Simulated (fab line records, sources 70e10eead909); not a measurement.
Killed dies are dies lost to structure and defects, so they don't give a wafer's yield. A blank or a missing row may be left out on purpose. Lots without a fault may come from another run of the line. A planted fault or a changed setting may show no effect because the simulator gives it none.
Which tool did it? | flow nand_harc | 24 lots, 72 wafers sampled, at 5 steps of a route of 1302

WHAT THE GAUGES READ, wafer by wafer
NHARC_P_M0_INSPECT_27. Usual: raw_defect_count 301, standard deviation 130.
lot  | measured     | on                | raw_defect_count | flag
L074 | day 6 04:47  | defect_inspect-01 | 123 124 121      |
L075 | day 6 10:41  | defect_inspect-01 | 293 418 323      |
L076 | day 7 00:19  | defect_inspect-01 | 195 232 224      |
L077 | day 7 08:08  | defect_inspect-01 | 333 280 196      |
L078 | day 7 19:44  | defect_inspect-01 | 301 241 148      |
L079 | day 8 03:15  | defect_inspect-01 | 349 318 242      |
L080 | day 8 15:14  | defect_inspect-02 | 243 483 231      |
L081 | day 9 07:17  | defect_inspect-02 | 301 245 368      |
L082 | day 9 13:00  | defect_inspect-01 | 115 155 171      |
L083 | day 10 11:26 | defect_inspect-02 | 372 215 273      |
L085 | day 10 17:58 | defect_inspect-02 | 392 255 335      |
L084 | day 10 19:56 | defect_inspect-01 | 214 166 176      |
L086 | day 11 01:47 | defect_inspect-01 | 369 635 658      |
L088 | day 12 02:43 | defect_inspect-02 | 224 204 317      |
L087 | day 12 03:32 | defect_inspect-01 | 557 473 691      |
L089 | day 12 07:54 | defect_inspect-02 | 637 365 398      |
L090 | day 12 23:41 | defect_inspect-01 | 462 364 405      |
L091 | day 13 01:44 | defect_inspect-02 | 128 163 264      |
L092 | day 13 13:29 | defect_inspect-02 | 154 349 203      |
L093 | day 14 00:05 | defect_inspect-02 | 302 186 210      |
L094 | day 14 13:49 | defect_inspect-01 | 161 244 190      |
L095 | day 15 01:19 | defect_inspect-01 | 134 306 333      |
L096 | day 15 07:08 | defect_inspect-02 | 249 214 344      |
L097 | day 15 14:46 | defect_inspect-02 | 486 287 459      |

WHICH TOOL RAN EACH LOT (tool, then ch and the chambers of the sampled wafers, then the start)
lot  | NHARC_P_GATE_RTA_82              | NHARC_P_CONTACT_CVD_23                   | NHARC_P_CONTACT_CMP_24        | NHARC_P_M0_DESCUM_14
L074 | rtp_anneal-01 ch 0, day 5 19:35  | cvd_w-02 ch 0, day 6 00:51 or earlier    | cmp-04 ch 0,1,3, day 6 00:51  | rie_diel-03 ch 1,2, day 6 02:18
L075 | rtp_anneal-01 ch 0, day 6 02:05  | cvd_w-01 ch 0,1, day 6 06:46 or earlier  | cmp-04 ch 0,1,2, day 6 06:46  | rie_diel-06 ch 0,2, day 6 08:08
L076 | rtp_anneal-01 ch 0, day 6 14:56  | cvd_w-01 ch 0, day 6 20:17 or earlier    | cmp-03 ch 1,2, day 6 20:17    | rie_diel-03 ch 1,2, day 6 21:39
L077 | rtp_anneal-02 ch 0, day 6 23:33  | cvd_w-01 ch 0,1, day 7 04:14 or earlier  | cmp-02 ch 1,2,3, day 7 04:14  | rie_diel-03 ch 0,1, day 7 05:39
L078 | rtp_anneal-01 ch 0, day 7 11:11  | cvd_w-02 ch 0,1, day 7 15:53 or earlier  | cmp-03 ch 1,2,3, day 7 15:53  | rie_diel-08 ch 0,2,3, day 7 17:14
L079 | rtp_anneal-02 ch 0, day 7 18:26  | cvd_w-01 ch 0,1, day 7 23:04 or earlier  | cmp-03 ch 2,3, day 7 23:04    | rie_diel-03 ch 0,2,3, day 8 00:35
L080 | rtp_anneal-02 ch 0, day 8 06:16  | cvd_w-02 ch 0,1, day 8 10:56 or earlier  | cmp-03 ch 0,1,2, day 8 10:56  | rie_diel-06 ch 0,1,2, day 8 12:17
L081 | rtp_anneal-02 ch 0, day 8 22:37  | cvd_w-02 ch 0,1, day 9 03:20 or earlier  | cmp-03 ch 0,2,3, day 9 03:20  | rie_diel-06 ch 0,1,2, day 9 04:49
L082 | rtp_anneal-02 ch 0, day 9 03:50  | cvd_w-01 ch 0,1, day 9 08:56 or earlier  | cmp-02 ch 0,1, day 9 08:56    | rie_diel-08 ch 0,3, day 9 10:26
L083 | rtp_anneal-01 ch 0, day 10 02:55 | cvd_w-01 ch 0,1, day 10 07:32 or earlier | cmp-02 ch 0,1,3, day 10 07:32 | rie_diel-06 ch 0,1,2, day 10 08:58
L085 | rtp_anneal-02 ch 0, day 10 09:23 | cvd_w-02 ch 0,1, day 10 14:04 or earlier | cmp-02 ch 1,2,3, day 10 14:04 | rie_diel-03 ch 1,2,3, day 10 15:28
L084 | rtp_anneal-01 ch 0, day 10 11:24 | cvd_w-02 ch 0,1, day 10 16:07 or earlier | cmp-03 ch 0,1,3, day 10 16:07 | rie_diel-06 ch 0,1,3, day 10 17:26
L086 | rtp_anneal-02 ch 0, day 10 17:07 | cvd_w-01 ch 0,1, day 10 21:49 or earlier | cmp-03 ch 0,1,3, day 10 21:49 | rie_diel-08 ch 0,1,3, day 10 23:19
L088 | rtp_anneal-01 ch 0, day 11 18:10 | cvd_w-02 ch 0, day 11 22:55 or earlier   | cmp-04 ch 0,2,3, day 11 22:55 | rie_diel-03 ch 0,2, day 12 00:15
L087 | rtp_anneal-01 ch 0, day 11 18:56 | cvd_w-01 ch 0,1, day 11 23:34 or earlier | cmp-04 ch 1,2,3, day 11 23:34 | rie_diel-03 ch 1,3, day 12 01:03
L089 | rtp_anneal-02 ch 0, day 11 23:11 | cvd_w-02 ch 0,1, day 12 03:49 or earlier | cmp-02 ch 0,3, day 12 03:49   | rie_diel-03 ch 0,2, day 12 05:19
L090 | rtp_anneal-01 ch 0, day 12 15:11 | cvd_w-01 ch 0,1, day 12 19:54 or earlier | cmp-02 ch 0,2,3, day 12 19:54 | rie_diel-08 ch 0,1,2, day 12 21:12
L091 | rtp_anneal-02 ch 0, day 12 16:19 | cvd_w-02 ch 0,1, day 12 21:07 or earlier | cmp-03 ch 1,3, day 12 21:07   | rie_diel-06 ch 0,1,2, day 12 23:05
L092 | rtp_anneal-01 ch 0, day 13 04:50 | cvd_w-02 ch 0,1, day 13 09:31 or earlier | cmp-02 ch 0,2,3, day 13 09:31 | rie_diel-03 ch 0,1,2, day 13 11:01
L093 | rtp_anneal-02 ch 0, day 13 15:15 | cvd_w-02 ch 0,1, day 13 20:05 or earlier | cmp-03 ch 0,1,2, day 13 20:05 | rie_diel-03 ch 0,2,3, day 13 21:36
L094 | rtp_anneal-02 ch 0, day 14 05:11 | cvd_w-01 ch 0,1, day 14 09:52 or earlier | cmp-04 ch 1,2, day 14 09:52   | rie_diel-03 ch 0,1, day 14 11:19
L095 | rtp_anneal-01 ch 0, day 14 16:39 | cvd_w-01 ch 0,1, day 14 21:19 or earlier | cmp-03 ch 1,3, day 14 21:19   | rie_diel-03 ch 0,2, day 14 22:49
L096 | rtp_anneal-02 ch 0, day 14 22:28 | cvd_w-02 ch 0,1, day 15 03:11 or earlier | cmp-02 ch 0,2,3, day 15 03:11 | rie_diel-03 ch 1,2,3, day 15 04:41
L097 | rtp_anneal-02 ch 0, day 15 05:57 | cvd_w-02 ch 0,1, day 15 10:56 or earlier | cmp-04 ch 2,3, day 15 10:56   | rie_diel-03 ch 0,2,3, day 15 12:18
- NHARC_P_GATE_RTA_82: time 30 s.
- NHARC_P_CONTACT_CVD_23: deposits W, target thk 200 nm, time 557 s.
- NHARC_P_CONTACT_CMP_24: polishes, t overpolish 30 s, target thk 200 nm.
- NHARC_P_M0_DESCUM_14: chemistry O2, time 3 s.

WHAT THE TOOLS THEMSELVES READ (means of the sampled wafers that have a number; where no wafer has one, the mark that the record gives instead)
NHARC_P_GATE_RTA_82. Usual: lamp_power_pct 4.1 %, standard deviation 0.41; wafer_temp_C_max 452.2, standard deviation 0.38.
lot  | tool          | lamp_power_pct (%) | wafer_temp_C_max | flag
L074 | rtp_anneal-01 | 4.5                | 452.0            |
L075 | rtp_anneal-01 | 4.5                | 451.8            |
L076 | rtp_anneal-01 | 4.6                | 452.0            |
L077 | rtp_anneal-02 | 3.7                | 452.3            |
L078 | rtp_anneal-01 | 4.5                | 451.7            |
L079 | rtp_anneal-02 | 3.7                | 452.0            |
L080 | rtp_anneal-02 | 3.7                | 452.5            |
L081 | rtp_anneal-02 | 3.7                | 452.2            |
L082 | rtp_anneal-02 | 3.7                | 452.8            |
L083 | rtp_anneal-01 | 4.5                | 452.0            |
L085 | rtp_anneal-02 | 3.7                | 452.3            |
L084 | rtp_anneal-01 | 4.5                | 451.8            |
L086 | rtp_anneal-02 | 3.7                | 452.2            |
L088 | rtp_anneal-01 | 4.5                | 452.0            |
L087 | rtp_anneal-01 | 4.5                | 452.6            |
L089 | rtp_anneal-02 | 3.7                | 452.4            |
L090 | rtp_anneal-01 | 4.5                | 452.0            |
L091 | rtp_anneal-02 | 3.7                | 452.0            |
L092 | rtp_anneal-01 | 4.6                | 451.8            |
L093 | rtp_anneal-02 | 3.7                | 452.3            |
L094 | rtp_anneal-02 | 3.7                | 452.4            |
L095 | rtp_anneal-01 | 4.6                | 452.2            |
L096 | rtp_anneal-02 | 3.7                | 452.3            |
L097 | rtp_anneal-02 | 3.7                | 452.2            |

NHARC_P_CONTACT_CVD_23. Usual: heater_power_w 473 W, standard deviation 20; throttle_valve_pct 7.82 %, standard deviation 0.22.
lot  | tool     | heater_power_w (W) | throttle_valve_pct (%) | flag
L074 | cvd_w-02 | 472                | 7.86                   |
L075 | cvd_w-01 | 454                | 7.64                   |
L076 | cvd_w-01 | 449                | 7.81                   |
L077 | cvd_w-01 | 459                | 7.83                   |
L078 | cvd_w-02 | 479                | 7.79                   |
L079 | cvd_w-01 | 458                | 7.96                   |
L080 | cvd_w-02 | 480                | 7.70                   |
L081 | cvd_w-02 | 484                | 7.67                   |
L082 | cvd_w-01 | 465                | 7.87                   |
L083 | cvd_w-01 | 450                | 7.85                   |
L085 | cvd_w-02 | 484                | 7.71                   |
L084 | cvd_w-02 | 489                | 7.89                   |
L086 | cvd_w-01 | 452                | 7.92                   |
L088 | cvd_w-02 | 482                | 7.75                   |
L087 | cvd_w-01 | 469                | 7.89                   |
L089 | cvd_w-02 | 491                | 7.79                   |
L090 | cvd_w-01 | 453                | 7.90                   |
L091 | cvd_w-02 | 492                | 7.65                   |
L092 | cvd_w-02 | 482                | 7.44                   |
L093 | cvd_w-02 | 480                | 7.51                   |
L094 | cvd_w-01 | 461                | 8.06                   |
L095 | cvd_w-01 | 454                | 8.00                   |
L096 | cvd_w-02 | 500                | 7.74                   |
L097 | cvd_w-02 | 482                | 7.63                   |

NHARC_P_CONTACT_CMP_24. Usual: motor_current_A 12.7 A, standard deviation 1.7; overpolish_run_s 30.000 s, standard deviation 0.009; time_to_endpoint_s 39 s, standard deviation 3.5.
lot  | tool   | motor_current_A (A) | overpolish_run_s (s) | time_to_endpoint_s (s) | flag
L074 | cmp-04 | 12.8                | 29.993               | 36                     |
L075 | cmp-04 | 12.6                | 30.002               | 36                     |
L076 | cmp-03 | 11.7                | 29.997               | 42                     |
L077 | cmp-02 | 13.6                | 29.999               | 39                     |
L078 | cmp-03 | 11.8                | 29.998               | 42                     |
L079 | cmp-03 | 12.3                | 30.010               | 41                     |
L080 | cmp-03 | 11.7                | 30.014               | 37                     |
L081 | cmp-03 | 11.8                | 30.002               | 39                     |
L082 | cmp-02 | 15.0                | 29.995               | 43                     |
L083 | cmp-02 | 13.2                | 30.005               | 38                     |
L085 | cmp-02 | 13.4                | 30.005               | 36                     |
L084 | cmp-03 | 11.7                | 30.001               | 38                     |
L086 | cmp-03 | 12.4                | 30.001               | 36                     |
L088 | cmp-04 | 11.8                | 30.007               | 39                     |
L087 | cmp-04 | 12.1                | 29.997               | 42                     |
L089 | cmp-02 | 13.6                | 30.009               | 45                     |
L090 | cmp-02 | 13.9                | 29.989               | 41                     |
L091 | cmp-03 | 12.5                | 29.999               | 37                     |
L092 | cmp-02 | 13.5                | 30.004               | 42                     |
L093 | cmp-03 | 11.8                | 30.008               | 38                     |
L094 | cmp-04 | 12.1                | 30.004               | 44                     |
L095 | cmp-03 | 12.7                | 29.994               | 34                     |
L096 | cmp-02 | 13.5                | 29.993               | 42                     |
L097 | cmp-04 | 11.6                | 29.992               | 37                     |

NHARC_P_M0_DESCUM_14. Usual: drypump_motor_current_A 5.3 A, standard deviation 0.37; oes_product_au 0.997 a.u., standard deviation 0.0077; rf_vpp_V 57.8 V, standard deviation 1.1; showerhead_plenum_p_Torr 1.92 Torr, standard deviation 0.097; throttle_valve_pct 11.311 %, standard deviation 0.0084.
lot  | tool        | drypump_motor_current_A (A) | oes_product_au (a.u.) | rf_vpp_V (V) | showerhead_plenum_p_Torr (Torr) | throttle_valve_pct (%) | flag
L074 | rie_diel-03 | 5.7                         | 0.999                 | 58.3         | 1.97                            | 11.314                 |
L075 | rie_diel-06 | 5.3                         | 0.983                 | 57.3         | 1.80                            | 11.312                 |
L076 | rie_diel-03 | 5.8                         | 1.006                 | 58.1         | 1.98                            | 11.307                 |
L077 | rie_diel-03 | 5.7                         | 0.998                 | 57.7         | 1.94                            | 11.321                 |
L078 | rie_diel-08 | 5.0                         | 0.982                 | 57.3         | 1.82                            | 11.307                 |
L079 | rie_diel-03 | 5.3                         | 0.991                 | 57.9         | 1.95                            | 11.305                 |
L080 | rie_diel-06 | 5.2                         | 0.995                 | 57.5         | 1.89                            | 11.313                 |
L081 | rie_diel-06 | 5.2                         | 0.990                 | 57.0         | 1.89                            | 11.311                 |
L082 | rie_diel-08 | 5.1                         | 0.997                 | 58.1         | 1.93                            | 11.306                 |
L083 | rie_diel-06 | 5.2                         | 0.999                 | 57.2         | 1.88                            | 11.310                 |
L085 | rie_diel-03 | 5.6                         | 0.995                 | 57.4         | 2.00                            | 11.306                 |
L084 | rie_diel-06 | 5.3                         | 1.000                 | 58.0         | 1.89                            | 11.314                 |
L086 | rie_diel-08 | 5.1                         | 1.000                 | 58.4         | 1.95                            | 11.308                 |
L088 | rie_diel-03 | 5.3                         | 0.991                 | 58.2         | 1.92                            | 11.309                 |
L087 | rie_diel-03 | 5.8                         | 0.994                 | 57.9         | 2.00                            | 11.313                 |
L089 | rie_diel-03 | 5.2                         | 1.000                 | 58.1         | 1.88                            | 11.315                 |
L090 | rie_diel-08 | 4.9                         | 0.995                 | 57.9         | 1.87                            | 11.308                 |
L091 | rie_diel-06 | 5.2                         | 0.999                 | 57.7         | 1.88                            | 11.312                 |
L092 | rie_diel-03 | 5.5                         | 1.002                 | 57.6         | 1.92                            | 11.315                 |
L093 | rie_diel-03 | 5.3                         | 1.005                 | 56.5         | 1.94                            | 11.315                 |
L094 | rie_diel-03 | 5.3                         | 0.998                 | 57.6         | 1.88                            | 11.310                 |
L095 | rie_diel-03 | 5.1                         | 1.001                 | 57.0         | 1.88                            | 11.309                 |
L096 | rie_diel-03 | 5.6                         | 0.996                 | 59.6         | 1.99                            | 11.311                 |
L097 | rie_diel-03 | 5.3                         | 1.003                 | 56.6         | 1.94                            | 11.317                 |

THE ANSWER, worked out from the rows above alone
Rule: a lot is off if the mean of its wafers that have a number lies more than 3 standard deviations from the usual mean. A lot without any number at a reading at which 4 lots or more have one is off too. The other lots that the step has rows for count as sound. The gauges are gone through in route order, then the tools' own readings, and for those a lot's mean is taken as printed above. The first step at which some lot is off is used, and at that step the reading that is off furthest; a lot without a number counts as furthest.
No lot is off at any reading shown: from this, nothing can be told.

WHAT THE SIMULATOR HAD PUT IN
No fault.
